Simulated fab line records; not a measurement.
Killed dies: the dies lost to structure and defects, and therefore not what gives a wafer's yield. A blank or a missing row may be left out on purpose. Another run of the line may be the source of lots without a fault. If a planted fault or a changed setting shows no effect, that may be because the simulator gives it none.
Chamber matching || flow n5 finfet || N5_BEOL_M11_ALD_74 on ald metal-02 has 4 sister chambers
The step deposits TaN, target thk 2 nm, pulse time 2 s, purge time 3 s. 22 wafers are shown with their chamber, then 11 later ones without.

== WAFERS PAIRED WITH THEIR CHAMBERS ==
{"wafer": "L076.2", "chamber": 0, "heater power w (W)": 433}
{"wafer": "L076.4", "chamber": 3, "heater power w (W)": 479}
{"wafer": "L076.6", "chamber": 1, "heater power w (W)": 391}
{"wafer": "L079.1", "chamber": 3, "heater power w (W)": 483}
{"wafer": "L079.2", "chamber": 0, "heater power w (W)": 440}
{"wafer": "L079.6", "chamber": 0, "heater power w (W)": 446}
{"wafer": "L083.2", "chamber": 3, "heater power w (W)": 474}
{"wafer": "L083.3", "chamber": 2, "heater power w (W)": 314}
{"wafer": "L083.6", "chamber": 2, "heater power w (W)": 320}
{"wafer": "L087.3", "chamber": 1, "heater power w (W)": 387}
{"wafer": "L087.4", "chamber": 0, "heater power w (W)": 430}
{"wafer": "L087.6", "chamber": 1, "heater power w (W)": 380}
{"wafer": "L086.4", "chamber": 2, "heater power w (W)": 316}
{"wafer": "L086.5", "chamber": 0, "heater power w (W)": 444}
{"wafer": "L086.6", "chamber": 3, "heater power w (W)": 468}
{"wafer": "L089.1", "chamber": 0, "heater power w (W)": 433}
{"wafer": "L089.2", "chamber": 2, "heater power w (W)": 316}
{"wafer": "L089.4", "chamber": 3, "heater power w (W)": 479}
{"wafer": "L090.2", "chamber": 2, "heater power w (W)": 311}
{"wafer": "L090.3", "chamber": 1, "heater power w (W)": 383}
{"wafer": "L090.5", "chamber": 0, "heater power w (W)": 436}
{"wafer": "L091.1", "chamber": 3, "heater power w (W)": 478}

SIGNATURES, as means of the wafers listed above
{"reading": "heater power w", "chamber 0": 437.43, "chamber 1": 385.25, "chamber 2": 315.40, "chamber 3": 476.83, "scatter within a chamber": 5.09}
Rule: for a wafer and a chamber, the distance is found by dividing, reading by reading, the gap between the wafer's reading and the chamber's mean by the reading's scatter, squaring, summing and taking the root. The wafer belongs to the nearest chamber; if the next one is less than 2 further off, it can't be placed. The scatter: take each reading less its chamber's mean, square it, sum over the shown wafers, divide by the number of wafers less the number of chambers, and take the root.

== WAFERS WHOSE CHAMBER IS MISSING ==
{"wafer": "L091.3", "heater power w (W)": 438}
{"wafer": "L091.6", "heater power w (W)": 378}
{"wafer": "L094.1", "heater power w (W)": 468}
{"wafer": "L094.5", "heater power w (W)": 376}
{"wafer": "L094.6", "heater power w (W)": 455}
{"wafer": "L093.2", "heater power w (W)": 436}
{"wafer": "L093.4", "heater power w (W)": 468}
{"wafer": "L093.6", "heater power w (W)": 481}
{"wafer": "L095.2", "heater power w (W)": 315}
{"wafer": "L095.4", "heater power w (W)": 476}
{"wafer": "L095.6", "heater power w (W)": 311}

== WHICH CHAMBER EACH ONE RAN IN ==
{"wafer": "L091.3", "from the rows above": 0, "in truth": 0}
{"wafer": "L091.6", "from the rows above": 1, "in truth": 1}
{"wafer": "L094.1", "from the rows above": 3, "in truth": 3}
{"wafer": "L094.5", "from the rows above": 1, "in truth": 1}
{"wafer": "L094.6", "from the rows above": "can't be placed: 0 or 3", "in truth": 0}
{"wafer": "L093.2", "from the rows above": 0, "in truth": 0}
{"wafer": "L093.4", "from the rows above": 3, "in truth": 3}
{"wafer": "L093.6", "from the rows above": 3, "in truth": 3}
{"wafer": "L095.2", "from the rows above": 2, "in truth": 2}
{"wafer": "L095.4", "from the rows above": 3, "in truth": 3}
{"wafer": "L095.6", "from the rows above": 2, "in truth": 2}
Correctly placed: 10 of 11. Not placeable from these rows: 1 (in 1, the candidates include the true chamber). Wrongly placed: 0.
